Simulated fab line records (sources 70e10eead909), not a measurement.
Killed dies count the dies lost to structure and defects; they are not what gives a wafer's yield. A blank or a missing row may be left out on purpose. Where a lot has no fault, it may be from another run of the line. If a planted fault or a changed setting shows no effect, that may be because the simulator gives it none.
A struck lot beside a sound one ; flow nandHarc ; 21 steps out of a route of 1159
Sound: wafers L109.1, L109.2, L109.4. The struck wafers were L118.2, L118.3, L118.5. The cause is given at the end.
For every step that has rows: the tool of each side, followed by ch and its chambers, followed by its first start. Under that, the readings that differ: sound wafers ; struck wafers ; difference of the means ; sigmas: that difference in standard deviations of wafers without a fault.
alike: readings with means less than 2 such deviations apart, plus words and numbers identical on both sides. not compared: withheld readings, readings lacking a value on some wafer, bounds such as >300 that could conceal the same value, and numbers that have no deviation in the record and whose values overlap.
A row with sigmas, a row that says differs or no value, or rows on one side alone: a step with any of these is where the two part. When numbers do not overlap yet have no deviation, they are printed without sigmas and do not part them. Lack of a reading on every wafer of one side parts them only where that side has two or more wafers.

first, 10 steps without rows for these wafers: NHARC_P_M0_PRE_CLEAN_31 (time 12 s); NHARC_P_M0_DEP_32 (deposits SiCN, target thk 30 nm); NHARC_P_M1_DEP_00 (deposits SiOC, target thk 182.5 nm); NHARC_P_M1_DEHYDRATE_01 (time 120 s); NHARC_P_M1_HMDS_02 (time 30 s); NHARC_P_M1_COAT_34 (time 65 s); NHARC_P_M1_COAT_03 (resist thk 90 nm); NHARC_P_M1_SOFTBAKE_04 (time 55 s); NHARC_P_M1_EBR_05; NHARC_P_M1_EXPOSE_06 (exposes mask P M1, target cd 130 nm).
NHARC_P_M1_PEB_07: peb time 65 s.
  sound on lithoTrack-06 ch 0, day 7 02:09; struck on lithoTrack-06 ch 0, day 9 01:36
reading;sound;struck;difference;sigmas
heaterPowerTotalW (W);156.7 157.0 156.6;130.9 131.1 131.8;-25.5;-59
plateTempC (C);99.84 99.84 99.76;88.20 88.05 87.99;-11.73;-90
  alike: resistLineTempC
then, 1 step without rows for these wafers: NHARC_P_M1_DEVELOP_08 (develop time 35 s).
NHARC_P_M1_CD_MEAS_09: the cd target is 130 nm.
  sound on cdSem-03 ch 0, day 7 02:14; struck on cdSem-03 ch 0, day 9 01:41
reading;sound;struck;difference;sigmas
cdNm (nm);128.9 129.3 129.8;71.9 71.2 70.6;-58.1;-88
NHARC_P_M1_DESCUM_14: chemistry O2, time 3 s.
  sound on rieDiel-02 ch 0,2, day 7 02:25; struck on rieDiel-09 ch 0,1, day 9 01:52
reading;sound;struck;difference;sigmas
model.P_M1.cdNm (nm);128.7 130 130;70.74 70.41 69.56;-59.33;
  alike: chamberPressureMTorr, drypumpMotorCurrentA, oesProductAu, rfVppV, showerheadPlenumPTorr, throttleValvePct
  not compared: rfHoursCounterH
then, 2 steps without rows for these wafers: NHARC_P_M1_ETCH_35 (etches the open film in N2/H2, target depth 40 nm, overetch 12 nm, time 43.94 s); NHARC_P_M1_ETCH_15 (etches the open film in C4F8/Ar, target depth 182.5 nm, time 91.2 s).
NHARC_P_M1_CD_MEAS_16:
  sound on cdSem-03 at day 7 02:46; struck on cdSem-02 at day 9 02:10
reading;sound;struck;difference;sigmas
cdNm (nm);127.6 129.2 129.7;70.4 71.0 69.4;-58.6;-63
then, 1 step without rows for these wafers: NHARC_P_M1_STRIP_18 (strips in N2/H2).
NHARC_P_M1_ETCH_28: etches the open film in CF4/N2, target depth 30 nm, time 72.99 s.
  sound: rieDiel-09 ch 0,1,2; struck: rieDiel-02 ch 0,1,2
reading;sound;struck;difference;sigmas
model.P_M1.cdNm (nm);128.2 130.2 129.9;69.28 69.51 69.98;-59.84;
  alike: chamberPressureMTorr, drypumpMotorCurrentA, oesProductAu, rfVppV, showerheadPlenumPTorr, throttleValvePct
  not compared: rfHoursCounterH
then, 1 step without rows for these wafers: NHARC_P_M1_STRIP_19 (strips in post etch residue remover, time 600 s).
-- the record jumps here: 13 days lie between the struck wafers' starts before and after (it left off in module P_M1 and takes up again in module END, whose first step shown is number 1159 of the route) --
NHARC_END_SORT_01:
  only the struck wafers appear in the record here, on prober-01 ch 0 at day 22 06:31; the sound ones have no rows

## WHERE THEY PART
First at NHARC_P_M1_PEB_07; last, within this record, at NHARC_END_SORT_01.

WHY: what the simulator had put in
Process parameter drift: lithoTrack-06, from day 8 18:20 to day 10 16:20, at NHARC_P_M1_PEB_07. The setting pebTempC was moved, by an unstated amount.
